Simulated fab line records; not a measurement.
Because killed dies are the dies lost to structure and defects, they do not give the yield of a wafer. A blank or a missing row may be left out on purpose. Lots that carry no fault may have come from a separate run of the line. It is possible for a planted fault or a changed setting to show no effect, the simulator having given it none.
fab line records :: flow n5_finfet
record
  lots=11
  wafers=32
  last_day=18
route steps=1938 shown PASS1_CAP@1873 TV_LITHO@1884 TV_OPEN@1888 PAD_METAL@1896
lots untouched by any fault: they come from a run of this same line in which no faults occurred
start_h: the number of hours between the record's first day and the start of the first shown wafer of the lot :: wait_h: how many hours have passed since the lot's step before this one :: " identical to the entry in the row above :: L1.1+2: several wafers, shown together as one row :: - no value, or no start given :: * or withheld: withheld :: < > ~ a bound
route shown NAME@n: names a module that has steps shown in the file, with the first one's number in the route :: usual: mean/standard deviation taken from wafers without a fault :: same: alike in all rows :: chamber/n: place in a boat :: sites: readings site by site :: _std_site: how widely they spread, as a standard deviation :: _edge_site: the outer-site mean with the inner-site mean subtracted :: radius_mm: how far each site lies from the wafer's centre :: mask NAME#n: copy n :: behind: tool/chamber where the wafer was last shaped :: hold: what put the lot on hold/how long, in hours/how the hold closed :: device: the n, p or np transistor that did not switch :: end of line: tests of these same wafers at the route's end :: a step with no rows: only its recipe :: killed: dies that structure and defects cost at the first sort, which is not the same as the wafer's yield :: map: a wafer's dies, x killed, . not, _ none there
set.NAME: the run value of the setting; set.NAME@STEP: its run value at that earlier step :: model.NAME: the simulator's own value behind a step, which no gauge read
a sample of lots followed through the steps of the route, with each step as a table and each wafer as a row
services: the hour from which a tool's chamber was out of use, counted from the record's first day as start_h (under 0 if before that day), plus the number of hours and why
## steps
# step N5_PASSIVATION_PECVD_55
# recipe
  material=SiO2
  target_thk_a=4000
  temp_c=400
  precursor=SiH4/N2O
  pressure_torr=2.7
  rf_w=608
  time_s=22.5
# usual
  chamber_pressure_Torr=2.700/0.006
  heater_power_w=629/98
  showerhead_plenum_p_Torr=8.14/0.08
  throttle_valve_pct=51/3
lot.wafer: L794.3
tool: pecvd-03
chamber: 0
start_h: 283.20
wait_h: 0.0
chamber_pressure_Torr: 2.702
heater_power_w: 523
showerhead_plenum_p_Torr: 8.24
throttle_valve_pct: 50

lot.wafer: L794.5
tool: pecvd-03
chamber: 0
start_h: 283.20
wait_h: 0.0
chamber_pressure_Torr: 2.703
heater_power_w: 420
showerhead_plenum_p_Torr: 8.26
throttle_valve_pct: 49

lot.wafer: L794.6
tool: pecvd-03
chamber: 1
start_h: 283.20
wait_h: 0.0
chamber_pressure_Torr: 2.702
heater_power_w: 566
showerhead_plenum_p_Torr: 8.05
throttle_valve_pct: 53

lot.wafer: L795.1
tool: pecvd-02
chamber: 1
start_h: 299.99
wait_h: 0.0
chamber_pressure_Torr: 2.703
heater_power_w: 575
showerhead_plenum_p_Torr: 8.09
throttle_valve_pct: 57

lot.wafer: L795.2
tool: pecvd-02
chamber: 0
start_h: 299.99
wait_h: 0.0
chamber_pressure_Torr: 2.710
heater_power_w: 472
showerhead_plenum_p_Torr: 8.14
throttle_valve_pct: 54

lot.wafer: L795.3
tool: pecvd-02
chamber: 2
start_h: 299.99
wait_h: 0.0
chamber_pressure_Torr: 2.695
heater_power_w: 643
showerhead_plenum_p_Torr: 8.16
throttle_valve_pct: 48

lot.wafer: L796.2
tool: pecvd-02
chamber: 2
start_h: 312.03
wait_h: 0.0
chamber_pressure_Torr: 2.696
heater_power_w: 699
showerhead_plenum_p_Torr: 8.19
throttle_valve_pct: 48

lot.wafer: L796.4
tool: pecvd-02
chamber: 0
start_h: 312.03
wait_h: 0.0
chamber_pressure_Torr: 2.701
heater_power_w: 581
showerhead_plenum_p_Torr: 8.13
throttle_valve_pct: 54

lot.wafer: L796.5
tool: pecvd-02
chamber: 2
start_h: 312.03
wait_h: 0.0
chamber_pressure_Torr: 2.698
heater_power_w: 715
showerhead_plenum_p_Torr: 8.16
throttle_valve_pct: 48

lot.wafer: L800.3
tool: pecvd-03
chamber: 0
start_h: 346.51
wait_h: 0.0
chamber_pressure_Torr: 2.698
heater_power_w: 537
showerhead_plenum_p_Torr: 8.25
throttle_valve_pct: 50

lot.wafer: L800.5
tool: pecvd-03
chamber: 2
start_h: 346.51
wait_h: 0.0
chamber_pressure_Torr: 2.693
heater_power_w: 503
showerhead_plenum_p_Torr: 8.07
throttle_valve_pct: 47

lot.wafer: L800.6
tool: pecvd-03
chamber: 1
start_h: 346.51
wait_h: 0.0
chamber_pressure_Torr: 2.703
heater_power_w: 672
showerhead_plenum_p_Torr: 8.05
throttle_valve_pct: 53

lot.wafer: L802.2
tool: pecvd-01
chamber: 2
start_h: 346.75
wait_h: 0.0
chamber_pressure_Torr: 2.697
heater_power_w: 681
showerhead_plenum_p_Torr: 8.31
throttle_valve_pct: 50

lot.wafer: L802.4
tool: pecvd-01
chamber: 2
start_h: 346.75
wait_h: 0.0
chamber_pressure_Torr: 2.698
heater_power_w: 697
showerhead_plenum_p_Torr: 8.31
throttle_valve_pct: 50

lot.wafer: L802.6
tool: pecvd-01
chamber: 1
start_h: 346.75
wait_h: 0.0
chamber_pressure_Torr: 2.720
heater_power_w: 848
showerhead_plenum_p_Torr: 8.09
throttle_valve_pct: 51

lot.wafer: L804.2
tool: pecvd-02
chamber: 0
start_h: 358.82
wait_h: 0.0
chamber_pressure_Torr: 2.695
heater_power_w: 573
showerhead_plenum_p_Torr: 8.12
throttle_valve_pct: 54

lot.wafer: L804.4
tool: pecvd-02
chamber: 1
start_h: 358.82
wait_h: 0.0
chamber_pressure_Torr: 2.699
heater_power_w: 638
showerhead_plenum_p_Torr: 8.10
throttle_valve_pct: 57

lot.wafer: L804.6
tool: pecvd-02
chamber: 2
start_h: 358.82
wait_h: 0.0
chamber_pressure_Torr: 2.691
heater_power_w: 737
showerhead_plenum_p_Torr: 8.17
throttle_valve_pct: 48

lot.wafer: L808.3
tool: pecvd-02
chamber: 0
start_h: 377.60
wait_h: 0.1
chamber_pressure_Torr: 2.704
heater_power_w: 470
showerhead_plenum_p_Torr: 8.15
throttle_valve_pct: 54

lot.wafer: L808.6
tool: pecvd-02
chamber: 2
start_h: 377.60
wait_h: 0.1
chamber_pressure_Torr: 2.700
heater_power_w: 680
showerhead_plenum_p_Torr: 8.16
throttle_valve_pct: 49

lot.wafer: L809.2
tool: pecvd-01
chamber: 1
start_h: 380.71
wait_h: 0.0
chamber_pressure_Torr: 2.703
heater_power_w: 800
showerhead_plenum_p_Torr: 8.06
throttle_valve_pct: 52

lot.wafer: L809.3
tool: pecvd-01
chamber: 0
start_h: 380.71
wait_h: 0.0
chamber_pressure_Torr: 2.697
heater_power_w: 652
showerhead_plenum_p_Torr: 8.13
throttle_valve_pct: 50

lot.wafer: L809.5
tool: pecvd-01
chamber: 2
start_h: 380.71
wait_h: 0.0
chamber_pressure_Torr: 2.697
heater_power_w: 708
showerhead_plenum_p_Torr: 8.30
throttle_valve_pct: 50

lot.wafer: L811.2
tool: pecvd-03
chamber: 2
start_h: 395.43
wait_h: 0.0
chamber_pressure_Torr: 2.700
heater_power_w: 631
showerhead_plenum_p_Torr: 8.09
throttle_valve_pct: 47

lot.wafer: L811.4
tool: pecvd-03
chamber: 2
start_h: 395.43
wait_h: 0.0
chamber_pressure_Torr: 2.699
heater_power_w: 645
showerhead_plenum_p_Torr: 8.07
throttle_valve_pct: 47

lot.wafer: L811.5
tool: pecvd-03
chamber: 1
start_h: 395.43
wait_h: 0.0
chamber_pressure_Torr: 2.704
heater_power_w: 660
showerhead_plenum_p_Torr: 8.04
throttle_valve_pct: 53

lot.wafer: L813.3
tool: pecvd-01
chamber: 1
start_h: 416.69
wait_h: 0.0
chamber_pressure_Torr: 2.692
heater_power_w: 869
showerhead_plenum_p_Torr: 8.07
throttle_valve_pct: 51

lot.wafer: L813.5
tool: pecvd-01
chamber: 2
start_h: 416.69
wait_h: 0.0
chamber_pressure_Torr: 2.701
heater_power_w: 658
showerhead_plenum_p_Torr: 8.30
throttle_valve_pct: 50

lot.wafer: L813.6
tool: pecvd-01
chamber: 1
start_h: 416.69
wait_h: 0.0
chamber_pressure_Torr: 2.704
heater_power_w: 888
showerhead_plenum_p_Torr: 8.09
throttle_valve_pct: 51

lot.wafer: L814.1
tool: pecvd-01
chamber: 1
start_h: 419.16
wait_h: 0.0
chamber_pressure_Torr: 2.702
heater_power_w: 879
showerhead_plenum_p_Torr: 8.09
throttle_valve_pct: 52

lot.wafer: L814.3
tool: pecvd-01
chamber: 0
start_h: 419.16
wait_h: 0.0
chamber_pressure_Torr: 2.701
heater_power_w: 586
showerhead_plenum_p_Torr: 8.15
throttle_valve_pct: 50

lot.wafer: L814.4
tool: pecvd-01
chamber: 1
start_h: 419.16
wait_h: 0.0
chamber_pressure_Torr: 2.702
heater_power_w: 895
showerhead_plenum_p_Torr: 8.08
throttle_valve_pct: 51
# step N5_PASSIVATION_OVL_MEAS_60
# recipe
  points_per_wafer=44
# usual
  TV_OVL=2/5.4
lot.wafer: L794.3
tool: overlay-02
chamber: 0
start_h: 285.27
wait_h: 0.0
TV_OVL[nm]: -17

lot.wafer: L794.5
tool: overlay-02
chamber: 0
start_h: 285.27
wait_h: 0.0
TV_OVL[nm]: -7

lot.wafer: L794.6
tool: overlay-02
chamber: 0
start_h: 285.27
wait_h: 0.0
TV_OVL[nm]: -9

lot.wafer: L795.1
tool: overlay-02
chamber: 0
start_h: 300.54
wait_h: 0.0
TV_OVL[nm]: 2

lot.wafer: L795.2
tool: overlay-02
chamber: 0
start_h: 300.54
wait_h: 0.0
TV_OVL[nm]: 4

lot.wafer: L795.3
tool: overlay-02
chamber: 0
start_h: 300.54
wait_h: 0.0
TV_OVL[nm]: 3

lot.wafer: L796.2
tool: overlay-01
chamber: 0
start_h: 312.91
wait_h: 0.0
TV_OVL[nm]: -4

lot.wafer: L796.4
tool: overlay-01
chamber: 0
start_h: 312.91
wait_h: 0.0
TV_OVL[nm]: -2

lot.wafer: L796.5
tool: overlay-01
chamber: 0
start_h: 312.91
wait_h: 0.0
TV_OVL[nm]: -5

lot.wafer: L800.3
tool: overlay-01
chamber: 0
start_h: 347.26
wait_h: 0.0
TV_OVL[nm]: 12

lot.wafer: L800.5
tool: overlay-01
chamber: 0
start_h: 347.26
wait_h: 0.0
TV_OVL[nm]: 5

lot.wafer: L800.6
tool: overlay-01
chamber: 0
start_h: 347.26
wait_h: 0.0
TV_OVL[nm]: 3

lot.wafer: L802.2
tool: overlay-02
chamber: 0
start_h: 349.52
wait_h: 0.0
TV_OVL[nm]: 7

lot.wafer: L802.4
tool: overlay-02
chamber: 0
start_h: 349.52
wait_h: 0.0
TV_OVL[nm]: 6

lot.wafer: L802.6
tool: overlay-02
chamber: 0
start_h: 349.52
wait_h: 0.0
TV_OVL[nm]: 6

lot.wafer: L804.2
tool: overlay-02
chamber: 0
start_h: 362.10
wait_h: 0.0
TV_OVL[nm]: 4

lot.wafer: L804.4
tool: overlay-02
chamber: 0
start_h: 362.10
wait_h: 0.0
TV_OVL[nm]: 4

lot.wafer: L804.6
tool: overlay-02
chamber: 0
start_h: 362.10
wait_h: 0.0
TV_OVL[nm]: 6

lot.wafer: L808.3
tool: overlay-02
chamber: 0
start_h: 378.27
wait_h: 0.0
TV_OVL[nm]: 11

lot.wafer: L808.6
tool: overlay-02
chamber: 0
start_h: 378.27
wait_h: 0.0
TV_OVL[nm]: 2

lot.wafer: L809.2
tool: overlay-01
chamber: 0
start_h: 381.26
wait_h: 0.0
TV_OVL[nm]: 4

lot.wafer: L809.3
tool: overlay-01
chamber: 0
start_h: 381.26
wait_h: 0.0
TV_OVL[nm]: -5

lot.wafer: L809.5
tool: overlay-01
chamber: 0
start_h: 381.26
wait_h: 0.0
TV_OVL[nm]: 4

lot.wafer: L811.2
tool: overlay-02
chamber: 0
start_h: 396.08
wait_h: 0.0
TV_OVL[nm]: 6

lot.wafer: L811.4
tool: overlay-02
chamber: 0
start_h: 396.08
wait_h: 0.0
TV_OVL[nm]: 3

lot.wafer: L811.5
tool: overlay-02
chamber: 0
start_h: 396.08
wait_h: 0.0
TV_OVL[nm]: 6

lot.wafer: L813.3
tool: overlay-02
chamber: 0
start_h: 417.11
wait_h: 0.0
TV_OVL[nm]: 1

lot.wafer: L813.5
tool: overlay-02
chamber: 0
start_h: 417.11
wait_h: 0.0
TV_OVL[nm]: 1

lot.wafer: L813.6
tool: overlay-02
chamber: 0
start_h: 417.11
wait_h: 0.0
TV_OVL[nm]: 5

lot.wafer: L814.1
tool: overlay-02
chamber: 0
start_h: 420.23
wait_h: 0.0
TV_OVL[nm]: 9

lot.wafer: L814.3
tool: overlay-02
chamber: 0
start_h: 420.23
wait_h: 0.0
TV_OVL[nm]: 7

lot.wafer: L814.4
tool: overlay-02
chamber: 0
start_h: 420.23
wait_h: 0.0
TV_OVL[nm]: -2
# step N5_PASSIVATION_VIA_ETCH_13
# recipe
  chemistry=CHF3/O2
  target=SiO2
  target_depth_a=6600
  CHF3_flow_sccm=50
  O2_flow_sccm=5
  Ar_flow_sccm=200
  time_s=330
  mask_material=PR
  pressure_mtorr=30
  source_w=650
  bias_w=170
  ion_energy_ev=200
  ends=cleared
# usual
  drypump_motor_current_A=5.8/0.55
  etch_rf_on_time_s=236/6.7
  oes_product_au=0.72/0.085
  rf_vpp_V=530/6.6
  showerhead_plenum_p_Torr=2.44/0.068
  throttle_valve_pct=18.92/0.25
lot.wafer: L794.3
tool: rie_diel-05
chamber: 2
start_h: 285.48
wait_h: 0.0
drypump_motor_current_A: 6.6
etch_rf_on_time_s: 235
oes_product_au: 0.66
rf_hours_counter_h: 187
rf_vpp_V: 524
showerhead_plenum_p_Torr: 2.39
throttle_valve_pct: 18.87

lot.wafer: L794.5
tool: rie_diel-05
chamber: 0
start_h: 285.48
wait_h: 0.0
drypump_motor_current_A: 6.6
etch_rf_on_time_s: 243
oes_product_au: 0.66
rf_hours_counter_h: -
rf_vpp_V: 535
showerhead_plenum_p_Torr: 2.34
throttle_valve_pct: 18.74

lot.wafer: L794.6
tool: rie_diel-05
chamber: 1
start_h: 285.48
wait_h: 0.0
drypump_motor_current_A: 5.3
etch_rf_on_time_s: 233
oes_product_au: 0.85
rf_hours_counter_h: -
rf_vpp_V: 544
showerhead_plenum_p_Torr: 2.46
throttle_valve_pct: 18.78

lot.wafer: L795.1
tool: rie_diel-02
chamber: 1
start_h: 301.07
wait_h: 0.0
drypump_motor_current_A: 6.3
etch_rf_on_time_s: 232
oes_product_au: 0.70
rf_hours_counter_h: 101
rf_vpp_V: 531
showerhead_plenum_p_Torr: 2.43
throttle_valve_pct: 18.59

lot.wafer: L795.2
tool: rie_diel-02
chamber: 0
start_h: 301.07
wait_h: 0.0
drypump_motor_current_A: 5.2
etch_rf_on_time_s: 231
oes_product_au: 0.87
rf_hours_counter_h: 6
rf_vpp_V: 530
showerhead_plenum_p_Torr: 2.46
throttle_valve_pct: 18.64

lot.wafer: L795.3
tool: rie_diel-02
chamber: 2
start_h: 301.07
wait_h: 0.0
drypump_motor_current_A: 5.9
etch_rf_on_time_s: 245
oes_product_au: 0.79
rf_hours_counter_h: 21
rf_vpp_V: 526
showerhead_plenum_p_Torr: 2.59
throttle_valve_pct: 18.66

lot.wafer: L796.2
tool: rie_diel-02
chamber: 0
start_h: 313.14
wait_h: 0.0
drypump_motor_current_A: 5.2
etch_rf_on_time_s: 229
oes_product_au: 0.85
rf_hours_counter_h: 11
rf_vpp_V: 528
showerhead_plenum_p_Torr: 2.46
throttle_valve_pct: 18.67

lot.wafer: L796.4
tool: rie_diel-02
chamber: 0
start_h: 313.14
wait_h: 0.0
drypump_motor_current_A: 5.2
etch_rf_on_time_s: 231
oes_product_au: 0.85
rf_hours_counter_h: -
rf_vpp_V: 530
showerhead_plenum_p_Torr: 2.46
throttle_valve_pct: 18.65

lot.wafer: L796.5
tool: rie_diel-02
chamber: 1
start_h: 313.14
wait_h: 0.0
drypump_motor_current_A: 6.3
etch_rf_on_time_s: 235
oes_product_au: 0.70
rf_hours_counter_h: -
rf_vpp_V: 531
showerhead_plenum_p_Torr: 2.43
throttle_valve_pct: 18.59

lot.wafer: L800.3
tool: rie_diel-03
chamber: 1
start_h: 347.47
wait_h: 0.0
drypump_motor_current_A: 5.3
etch_rf_on_time_s: 220
oes_product_au: 0.64
rf_hours_counter_h: 227
rf_vpp_V: 529
showerhead_plenum_p_Torr: 2.39
throttle_valve_pct: 19.38

lot.wafer: L800.5
tool: rie_diel-03
chamber: 2
start_h: 347.47
wait_h: 0.0
drypump_motor_current_A: 5.9
etch_rf_on_time_s: 235
oes_product_au: 0.78
rf_hours_counter_h: -
rf_vpp_V: 525
showerhead_plenum_p_Torr: 2.47
throttle_valve_pct: 18.99

lot.wafer: L800.6
tool: rie_diel-03
chamber: 3
start_h: 347.47
wait_h: 0.0
drypump_motor_current_A: 4.8
etch_rf_on_time_s: 246
oes_product_au: 0.62
rf_hours_counter_h: -
rf_vpp_V: 537
showerhead_plenum_p_Torr: 2.51
throttle_valve_pct: 19.19

lot.wafer: L802.2
tool: rie_diel-03
chamber: 3
start_h: 349.95
wait_h: 0.0
drypump_motor_current_A: 4.9
etch_rf_on_time_s: 233
oes_product_au: 0.62
rf_hours_counter_h: 227
rf_vpp_V: 536
showerhead_plenum_p_Torr: 2.51
throttle_valve_pct: 19.16

lot.wafer: L802.4
tool: rie_diel-03
chamber: 1
start_h: 349.95
wait_h: 0.0
drypump_motor_current_A: 5.4
etch_rf_on_time_s: 224
oes_product_au: 0.64
rf_hours_counter_h: 228
rf_vpp_V: 529
showerhead_plenum_p_Torr: 2.39
throttle_valve_pct: 19.38

lot.wafer: L802.6
tool: rie_diel-03
chamber: 1
start_h: 349.95
wait_h: 0.0
drypump_motor_current_A: 5.3
etch_rf_on_time_s: 226
oes_product_au: 0.63
rf_hours_counter_h: -
rf_vpp_V: 527
showerhead_plenum_p_Torr: 2.39
throttle_valve_pct: 19.37

lot.wafer: L804.2
tool: rie_diel-02
chamber: 0
start_h: 362.62
wait_h: 0.0
drypump_motor_current_A: 5.2
etch_rf_on_time_s: 232
oes_product_au: 0.82
rf_hours_counter_h: 29
rf_vpp_V: 529
showerhead_plenum_p_Torr: 2.45
throttle_valve_pct: 18.70

lot.wafer: L804.4
tool: rie_diel-02
chamber: 1
start_h: 362.62
wait_h: 0.0
drypump_motor_current_A: 6.3
etch_rf_on_time_s: 237
oes_product_au: 0.69
rf_hours_counter_h: 121
rf_vpp_V: 531
showerhead_plenum_p_Torr: 2.43
throttle_valve_pct: 18.61

lot.wafer: L804.6
tool: rie_diel-02
chamber: 0
start_h: 362.62
wait_h: 0.0
drypump_motor_current_A: 5.2
etch_rf_on_time_s: 232
oes_product_au: 0.81
rf_hours_counter_h: -
rf_vpp_V: 528
showerhead_plenum_p_Torr: 2.45
throttle_valve_pct: 18.67

lot.wafer: L808.3
tool: rie_diel-02
chamber: 1
start_h: 378.69
wait_h: 0.0
drypump_motor_current_A: 6.3
etch_rf_on_time_s: 291
oes_product_au: 0.61
rf_hours_counter_h: 127
rf_vpp_V: 532
showerhead_plenum_p_Torr: 2.42
throttle_valve_pct: 18.59

lot.wafer: L808.6
tool: rie_diel-02
chamber: 2
start_h: 378.69
wait_h: 0.0
drypump_motor_current_A: 5.9
etch_rf_on_time_s: 245
oes_product_au: 0.75
rf_hours_counter_h: -
rf_vpp_V: 526
showerhead_plenum_p_Torr: 2.58
throttle_valve_pct: 18.69

lot.wafer: L809.2
tool: rie_diel-02
chamber: 3
start_h: 381.51
wait_h: 0.0
drypump_motor_current_A: 6.2
etch_rf_on_time_s: 281
oes_product_au: 0.76
rf_hours_counter_h: 21
rf_vpp_V: 527
showerhead_plenum_p_Torr: 2.46
throttle_valve_pct: 18.44

lot.wafer: L809.3
tool: rie_diel-02
chamber: 1
start_h: 381.51
wait_h: 0.0
drypump_motor_current_A: 6.3
etch_rf_on_time_s: 286
oes_product_au: 0.61
rf_hours_counter_h: 128
rf_vpp_V: 531
showerhead_plenum_p_Torr: 2.42
throttle_valve_pct: 18.62

lot.wafer: L809.5
tool: rie_diel-02
chamber: 2
start_h: 381.51
wait_h: 0.0
drypump_motor_current_A: 5.9
etch_rf_on_time_s: 240
oes_product_au: 0.76
rf_hours_counter_h: -
rf_vpp_V: 526
showerhead_plenum_p_Torr: 2.58
throttle_valve_pct: 18.69

lot.wafer: L811.2
tool: rie_diel-03
chamber: 3
start_h: 396.30
wait_h: 0.0
drypump_motor_current_A: 4.9
etch_rf_on_time_s: 239
oes_product_au: 0.60
rf_hours_counter_h: 242
rf_vpp_V: 535
showerhead_plenum_p_Torr: 2.51
throttle_valve_pct: 19.22

lot.wafer: L811.4
tool: rie_diel-03
chamber: 0
start_h: 396.30
wait_h: 0.0
drypump_motor_current_A: 5.9
etch_rf_on_time_s: 230
oes_product_au: 0.77
rf_hours_counter_h: 80
rf_vpp_V: 522
showerhead_plenum_p_Torr: 2.35
throttle_valve_pct: 19.10

lot.wafer: L811.5
tool: rie_diel-03
chamber: 2
start_h: 396.30
wait_h: 0.0
drypump_motor_current_A: 6.0
etch_rf_on_time_s: 236
oes_product_au: 0.78
rf_hours_counter_h: -
rf_vpp_V: 524
showerhead_plenum_p_Torr: 2.46
throttle_valve_pct: 19.05

lot.wafer: L813.3
tool: rie_diel-05
chamber: 3
start_h: 417.47
wait_h: 0.0
drypump_motor_current_A: 5.8
etch_rf_on_time_s: 239
oes_product_au: 0.60
rf_hours_counter_h: 237
rf_vpp_V: 527
showerhead_plenum_p_Torr: 2.47
throttle_valve_pct: 19.30

lot.wafer: L813.5
tool: rie_diel-05
chamber: 2
start_h: 417.47
wait_h: 0.0
drypump_motor_current_A: 6.6
etch_rf_on_time_s: 234
oes_product_au: 0.63
rf_hours_counter_h: -
rf_vpp_V: 523
showerhead_plenum_p_Torr: 2.37
throttle_valve_pct: 18.94

lot.wafer: L813.6
tool: rie_diel-05
chamber: 1
start_h: 417.47
wait_h: 0.0
drypump_motor_current_A: 5.3
etch_rf_on_time_s: 231
oes_product_au: 0.77
rf_hours_counter_h: -
rf_vpp_V: 544
showerhead_plenum_p_Torr: 2.45
throttle_valve_pct: 18.84

lot.wafer: L814.1
tool: rie_diel-03
chamber: 0
start_h: 421.19
wait_h: 0.0
drypump_motor_current_A: 6.0
etch_rf_on_time_s: 231
oes_product_au: 0.76
rf_hours_counter_h: 88
rf_vpp_V: 523
showerhead_plenum_p_Torr: 2.35
throttle_valve_pct: 19.12

lot.wafer: L814.3
tool: rie_diel-03
chamber: 2
start_h: 421.19
wait_h: 0.0
drypump_motor_current_A: 6.0
etch_rf_on_time_s: 230
oes_product_au: 0.76
rf_hours_counter_h: 76
rf_vpp_V: 524
showerhead_plenum_p_Torr: 2.46
throttle_valve_pct: 19.04

lot.wafer: L814.4
tool: rie_diel-03
chamber: 2
start_h: 421.19
wait_h: 0.0
drypump_motor_current_A: 6.0
etch_rf_on_time_s: 236
oes_product_au: 0.76
rf_hours_counter_h: -
rf_vpp_V: 525
showerhead_plenum_p_Torr: 2.46
throttle_valve_pct: 19.05
# step N5_PASSIVATION_AL_DEP_21
# recipe
  material=Al
  target_thk_a=28000
  temp_c=400
  time_s=170
  power_w=30000
  chamber_pressure_pa=0.4
  gas=Ar
# usual
  throttle_valve_pct=29.8/1
lot.wafer: L794.3
tool: pvd_sputter-01
chamber: -
start_h: 286.28
wait_h: 0.1
throttle_valve_pct: 28.7

lot.wafer: L794.5
tool: pvd_sputter-01
chamber: -
start_h: 286.28
wait_h: 0.1
throttle_valve_pct: 29.3

lot.wafer: L794.6
tool: pvd_sputter-01
chamber: -
start_h: 286.28
wait_h: 0.1
throttle_valve_pct: 29.9

lot.wafer: L795.1
tool: pvd_sputter-01
chamber: -
start_h: 302.31
wait_h: 0.1
throttle_valve_pct: 28.8

lot.wafer: L795.2
tool: pvd_sputter-01
chamber: -
start_h: 302.31
wait_h: 0.1
throttle_valve_pct: 29.0

lot.wafer: L795.3
tool: pvd_sputter-01
chamber: -
start_h: 302.31
wait_h: 0.1
throttle_valve_pct: 30.2

lot.wafer: L796.2
tool: pvd_sputter-03
chamber: -
start_h: 315.29
wait_h: 0.1
throttle_valve_pct: 30.2

lot.wafer: L796.4
tool: pvd_sputter-03
chamber: -
start_h: 315.29
wait_h: 0.1
throttle_valve_pct: 31.3

lot.wafer: L796.5
tool: pvd_sputter-03
chamber: -
start_h: 315.29
wait_h: 0.1
throttle_valve_pct: 27.8

lot.wafer: L800.3
tool: pvd_sputter-01
chamber: -
start_h: 349.82
wait_h: 0.1
throttle_valve_pct: 28.9

lot.wafer: L800.5
tool: pvd_sputter-01
chamber: -
start_h: 349.82
wait_h: 0.1
throttle_valve_pct: 28.9

lot.wafer: L800.6
tool: pvd_sputter-01
chamber: -
start_h: 349.82
wait_h: 0.1
throttle_valve_pct: 29.9

lot.wafer: L802.2
tool: pvd_sputter-02
chamber: -
start_h: 351.37
wait_h: 0.1
throttle_valve_pct: 29.8

lot.wafer: L802.4
tool: pvd_sputter-02
chamber: -
start_h: 351.37
wait_h: 0.1
throttle_valve_pct: 29.0

lot.wafer: L802.6
tool: pvd_sputter-02
chamber: -
start_h: 351.37
wait_h: 0.1
throttle_valve_pct: 30.2

lot.wafer: L804.2
tool: pvd_sputter-01
chamber: -
start_h: 363.46
wait_h: 0.1
throttle_valve_pct: 29.0

lot.wafer: L804.4
tool: pvd_sputter-01
chamber: -
start_h: 363.46
wait_h: 0.1
throttle_valve_pct: 30.4

lot.wafer: L804.6
tool: pvd_sputter-01
chamber: -
start_h: 363.46
wait_h: 0.1
throttle_valve_pct: 29.1

lot.wafer: L808.3
tool: pvd_sputter-02
chamber: -
start_h: 381.31
wait_h: 0.1
throttle_valve_pct: 29.4

lot.wafer: L808.6
tool: pvd_sputter-02
chamber: -
start_h: 381.31
wait_h: 0.1
throttle_valve_pct: 31.5

lot.wafer: L809.2
tool: pvd_sputter-02
chamber: -
start_h: 382.12
wait_h: 0.1
throttle_valve_pct: 29.7

lot.wafer: L809.3
tool: pvd_sputter-02
chamber: -
start_h: 382.12
wait_h: 0.1
throttle_valve_pct: 30.3

lot.wafer: L809.5
tool: pvd_sputter-02
chamber: -
start_h: 382.12
wait_h: 0.1
throttle_valve_pct: 29.2

lot.wafer: L811.2
tool: pvd_sputter-01
chamber: -
start_h: 397.50
wait_h: 0.1
throttle_valve_pct: 28.9

lot.wafer: L811.4
tool: pvd_sputter-01
chamber: -
start_h: 397.50
wait_h: 0.1
throttle_valve_pct: 30.5

lot.wafer: L811.5
tool: pvd_sputter-01
chamber: -
start_h: 397.50
wait_h: 0.1
throttle_valve_pct: 30.7

lot.wafer: L813.3
tool: pvd_sputter-03
chamber: -
start_h: 418.37
wait_h: 0.1
throttle_valve_pct: 31.2

lot.wafer: L813.5
tool: pvd_sputter-03
chamber: -
start_h: 418.37
wait_h: 0.1
throttle_valve_pct: 30.2

lot.wafer: L813.6
tool: pvd_sputter-03
chamber: -
start_h: 418.37
wait_h: 0.1
throttle_valve_pct: 27.8

lot.wafer: L814.1
tool: pvd_sputter-02
chamber: -
start_h: 424.13
wait_h: 0.1
throttle_valve_pct: 31.5

lot.wafer: L814.3
tool: pvd_sputter-02
chamber: -
start_h: 424.13
wait_h: 0.1
throttle_valve_pct: 29.2

lot.wafer: L814.4
tool: pvd_sputter-02
chamber: -
start_h: 424.13
wait_h: 0.1
throttle_valve_pct: 30.0
## services
tool: pecvd-03
chamber: 2
start_h: 264.01
hours: 2.1
kind: scheduled_down

tool: pecvd-01
chamber: 2
start_h: 264.95
hours: 6.6
kind: repair

tool: rie_diel-02
chamber: 3
start_h: 287.04
hours: -
kind: clean

tool: rie_diel-02
chamber: 3
start_h: 287.04
hours: -
kind: consumable_replace:focus_ring

tool: rie_diel-02
chamber: 3
start_h: 287.04
hours: 29.0
kind: scheduled_down

tool: rie_diel-02
chamber: 3
start_h: 287.04
hours: 29.0
kind: vent_cycle

tool: rie_diel-03
chamber: 1
start_h: 298.81
hours: 7.3
kind: repair

tool: pecvd-03
chamber: -
start_h: 299.39
hours: 28.1
kind: pm

tool: rie_diel-02
chamber: 1
start_h: 322.00
hours: 2.0
kind: repair

tool: pecvd-03
chamber: -
start_h: 334.70
hours: 0.7
kind: repair

tool: rie_diel-03
chamber: -
start_h: 350.66
hours: 0.5
kind: repair

tool: pvd_sputter-01
chamber: -
start_h: 350.73
hours: 6.6
kind: repair

tool: pecvd-02
chamber: 1
start_h: 353.20
hours: 5.5
kind: scheduled_down

tool: pecvd-02
chamber: -
start_h: 361.59
hours: 2.8
kind: pm

tool: rie_diel-03
chamber: 2
start_h: 384.29
hours: 6.7
kind: repair

tool: pvd_sputter-01
chamber: -
start_h: 405.30
hours: 2.9
kind: repair

tool: pvd_sputter-03
chamber: -
start_h: 406.00
hours: 1.9
kind: repair

tool: rie_diel-05
chamber: 0
start_h: 407.05
hours: 7.8
kind: repair

tool: pecvd-01
chamber: 0
start_h: 410.48
hours: 2.1
kind: scheduled_down

tool: pvd_sputter-01
chamber: -
start_h: 411.22
hours: 0.6
kind: repair

tool: pvd_sputter-03
chamber: -
start_h: 411.82
hours: 5.2
kind: repair

tool: pvd_sputter-02
chamber: -
start_h: 420.86
hours: 2.9
kind: repair

tool: rie_diel-03
chamber: 3
start_h: 421.03
hours: -
kind: clean

tool: rie_diel-03
chamber: 3
start_h: 421.03
hours: -
kind: consumable_replace:focus_ring
## key
first_sign
  step=N5_PASSIVATION_VIA_ETCH_13
  reading=etch_rf_on_time_s
  direction=up
  sigmas=7.6
  usual=*
  struck=*
effect none on later readings
met_at N5_PASSIVATION_VIA_ETCH_13
struck_lots L808,L809
struck_wafers L808.3,L809.2,L809.3
not_acting_at N5_PASSIVATION_PECVD_55,N5_PASSIVATION_OVL_MEAS_60,N5_PASSIVATION_AL_DEP_21
onset_between 362.62 378.69
fault
  kind=process_parameter_drift
  tool=rie_diel-02
  chamber=-
  onset_h=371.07
  steps=N5_PASSIVATION_VIA_ETCH_13
  channel=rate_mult
  offset=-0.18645
  shape=step
  end_h=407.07
  scope=struck_wafers_only
